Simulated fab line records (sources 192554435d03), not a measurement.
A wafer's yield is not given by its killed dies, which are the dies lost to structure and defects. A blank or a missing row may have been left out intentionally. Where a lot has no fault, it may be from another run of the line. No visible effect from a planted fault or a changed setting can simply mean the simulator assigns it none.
Chamber matching | flow n5 finfet | N5_BEOL_M3_PRE_CLEAN_60 on cvd co-01: 3 sister chambers
The step time 15 s. 27 wafers are shown with their chamber, then 12 later ones without.

== WAFERS PAIRED WITH THEIR CHAMBERS ==
wafer  | chamber | heater power w (W)
L075.1 | 0       | 64
L075.3 | 0       | 64
L075.6 | 0       | 63
L076.1 | 1       | 101
L076.4 | 2       | 86
L076.6 | 1       | 101
L077.3 | 2       | 88
L077.5 | 0       | 63
L077.6 | 1       | 97
L080.2 | 2       | 87
L080.3 | 1       | 99
L080.5 | 2       | 87
L079.2 | 1       | 98
L079.3 | 0       | 64
L079.4 | 1       | 98
L084.2 | 1       | 101
L084.4 | 2       | 86
L084.5 | 1       | 101
L089.2 | 2       | 88
L089.4 | 2       | 87
L089.6 | 1       | 101
L087.2 | 1       | 101
L087.3 | 2       | 88
L087.5 | 2       | 90
L091.1 | 1       | 98
L091.2 | 2       | 87
L091.4 | 1       | 101

SIGNATURES (averages over the wafers above)
reading        | chamber 0 | chamber 1 | chamber 2 | scatter within a chamber
heater power w | 63.60     | 99.75     | 87.40     | 1.32
Rule: for each reading, subtract the chamber's mean from the wafer's reading, divide by that reading's scatter and square the result; add these up over the readings and take the root, which gives the wafer's distance from the chamber. If the next closest chamber is less than 2 further off than the closest, the wafer can't be placed; otherwise it belongs to the closest. How the scatter is found: for the shown wafers, subtract from each reading the mean of its chamber, square and add these, divide the total by (wafers less chambers), then take the root.

== WAFERS WHOSE CHAMBER IS MISSING ==
wafer  | heater power w (W)
L090.2 | 100
L090.4 | 85
L090.5 | 64
L097.1 | 102
L097.2 | 88
L097.4 | 102
L095.2 | 102
L095.3 | 101
L095.5 | 101
L096.2 | 87
L096.3 | 101
L096.4 | 87

== EACH ONE'S CHAMBER ==
wafer  | from the rows above | in truth
L090.2 | 1                   | 1
L090.4 | 2                   | 2
L090.5 | 0                   | 0
L097.1 | 1                   | 1
L097.2 | 2                   | 2
L097.4 | 1                   | 1
L095.2 | 1                   | 1
L095.3 | 1                   | 1
L095.5 | 1                   | 1
L096.2 | 2                   | 2
L096.3 | 1                   | 1
L096.4 | 2                   | 2
12 of 12 placed correctly. Not placeable from these rows: 0. Placed wrongly: 0.
